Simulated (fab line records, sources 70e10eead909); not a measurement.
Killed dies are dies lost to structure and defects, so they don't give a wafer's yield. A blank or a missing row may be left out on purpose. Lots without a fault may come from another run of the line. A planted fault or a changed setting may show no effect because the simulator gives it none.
One fault seen from 2 desks | flow nand_harc | each desk has only its own numbers; what lay behind them comes last

THE TOOL OWNER'S DESK: ald_metal-04
The tool's own readings at NHARC_A_BLC_ALD_23 (deposits TiN, target thk 3 nm, pulse time 1 s, ald cycles 150): means of the sampled wafers that have a number, for each lot that ran on this tool. A lot is out of limits, marked OUT, if its mean lies more than 4 standard deviations from the usual mean; the brackets give that distance.
Columns: A = heater_power_w at NHARC_A_BLC_ALD_23, usual 1035 W; B = precursor_pulse_height_rel at NHARC_A_BLC_ALD_23, usual 1.000
lot  | first seen here | A    | B
L407 | day 17 18:05    | 1122 | 0.999
L413 | day 19 18:20    | 1018 | 0.983
L420 | day 21 04:31    | 1155 | 1.004
L419 | day 21 15:20    | 1085 | 0.997
This desk's finding: nothing out of limits on any of the 4 lots.

THE METROLOGY DESK
What the gauges read, lot by lot, whatever tool the lot ran on: means of the sampled wafers that have a number. A lot is out of limits, marked OUT, if its mean lies more than 4 standard deviations from the usual mean; the brackets give that distance.
Columns: A = cd_nm at NHARC_A_BLC_CD_MEAS_10, usual 99.9 nm
lot  | first seen here | A
L404 | day 17 02:20    | 100.7
L407 | day 17 15:51    | 99.9
L406 | day 17 16:28    | 100.1
L408 | day 18 04:33    | 99.9
L413 | day 19 16:20    | 100.3
L410 | day 19 17:46    | 100.4
L414 | day 20 01:21    | 99.9
L417 | day 20 20:13    | 99.9
L420 | day 21 02:29    | 100.3
L419 | day 21 13:19    | 99.6
L425 | day 22 15:16    | 100.3
L427 | day 22 20:15    | 99.3
L426 | day 23 09:52    | 99.5
This desk's finding: nothing out of limits on any of the 13 lots.

PUT TOGETHER
The tool owner's desk saw nothing out of limits.
The metrology desk saw nothing out of limits.

WHAT THE SIMULATOR HAD PUT IN
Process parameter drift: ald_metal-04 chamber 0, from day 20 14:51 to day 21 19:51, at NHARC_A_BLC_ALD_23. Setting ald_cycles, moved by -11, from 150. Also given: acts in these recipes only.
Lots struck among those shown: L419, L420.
